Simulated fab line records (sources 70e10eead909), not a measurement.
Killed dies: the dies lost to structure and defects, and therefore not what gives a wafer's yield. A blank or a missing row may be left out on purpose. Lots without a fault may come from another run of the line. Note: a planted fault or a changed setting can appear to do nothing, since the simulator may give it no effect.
A lot that was struck, set against a sound lot / flow nand harc / 15 steps out of a route of 1159
Sound: wafers L205.3, L205.4, L205.5. Wafers L198.2, L198.4, L198.6 were the ones struck. The cause is named last.
Order at every step that has rows: each side's tool, ch and its chambers, its first start. Under that, the readings that differ: sound wafers / struck wafers / difference of the means / sigmas: that difference in standard deviations of wafers without a fault.
alike: words and numbers the same on both sides, and readings whose means are apart by under 2 such deviations; not compared: readings that were withheld, readings missing a value for some wafer, numbers with overlapping values and no deviation given by the record, and bounds like >300 which may hide the same value.
Wherever a step has rows on one side only, a row that says differs or no value, or a row with sigmas, the two part there. Numbers that don't overlap but have no deviation are shown without sigmas and don't part them. A reading missing from all wafers of one side parts the sides only when that side holds two or more wafers.

first, 7 steps without rows for these wafers: NHARC_P_GATE_HMDS_19 (time 30 s); NHARC_P_GATE_COAT_20 (resist thk 90 nm); NHARC_P_GATE_SOFTBAKE_21 (time 55 s); NHARC_P_GATE_EBR_22; NHARC_P_GATE_EXPOSE_23 (exposes mask P GATE, target cd 120 nm); NHARC_P_GATE_PEB_24 (peb time 65 s); NHARC_P_GATE_DEVELOP_25 (develop time 35 s).
NHARC_P_GATE_CD_MEAS_26: target cd 120 nm.
  sound on cd sem-02 ch 0, day 9 10:07; struck on cd sem-01 ch 0, day 7 12:55
  alike: cd nm
NHARC_P_GATE_OVL_MEAS_27:
  sound on overlay-02 at day 9 10:13; struck on overlay-01 at day 7 12:59
  alike: overlay x nm, overlay y nm
NHARC_P_GATE_INSPECT_28:
  sound on defect inspect-01 at day 9 10:15; struck on defect inspect-02 at day 7 13:02
  alike: raw defect count
NHARC_P_GATE_DESCUM_31: chemistry O2, time 3 s.
  sound on rie diel-11 ch 0,1, day 9 10:19; struck on rie diel-12 ch 0,3, day 7 13:06
  alike: drypump motor current A, oes product au, rf vpp V, showerhead plenum p Torr, throttle valve pct
  not compared: rf hours counter h
NHARC_P_GATE_ETCH_104: etches the open film in CF4/CHF3, target depth 60 nm.
  sound on rie diel-11 ch 0,1, day 9 10:46; struck on rie diel-12 ch 0,2,3, day 7 13:40
  alike: drypump motor current A, oes product au, rf vpp V, showerhead plenum p Torr, throttle valve pct
NHARC_P_GATE_HM_OPEN_105: chemistry O2/COS, target depth 360 nm.
  sound on rie diel-11 ch 1,2,3, day 9 10:00; struck on rie diel-12 ch 0,1,2, day 7 13:00
  no value came back on the struck wafers for any of 7 readings (bias w (W), chamber pressure mTorr (mTorr) and others); on the sound wafers bias w (W) reads 300.0 300.5 300.8
  not compared: rf hours counter h
then, 1 step without rows for these wafers: NHARC_P_GATE_STRIP_106 (strips in O2/COS).
-- jump in the record: it breaks off in module P_GATE and resumes in module END (first step shown: number 1159 of the route), and 14 days separate the struck wafers' starts before and after --
NHARC_END_SORT_01:
  at this point the record logs the struck wafers (prober-01 ch 0, day 21 21:30) and has no rows for the sound ones

WHERE THEY PART
Last at NHARC_END_SORT_01 as far as this record goes, first at NHARC_P_GATE_HM_OPEN_105.

WHY: what had been put in by the simulator
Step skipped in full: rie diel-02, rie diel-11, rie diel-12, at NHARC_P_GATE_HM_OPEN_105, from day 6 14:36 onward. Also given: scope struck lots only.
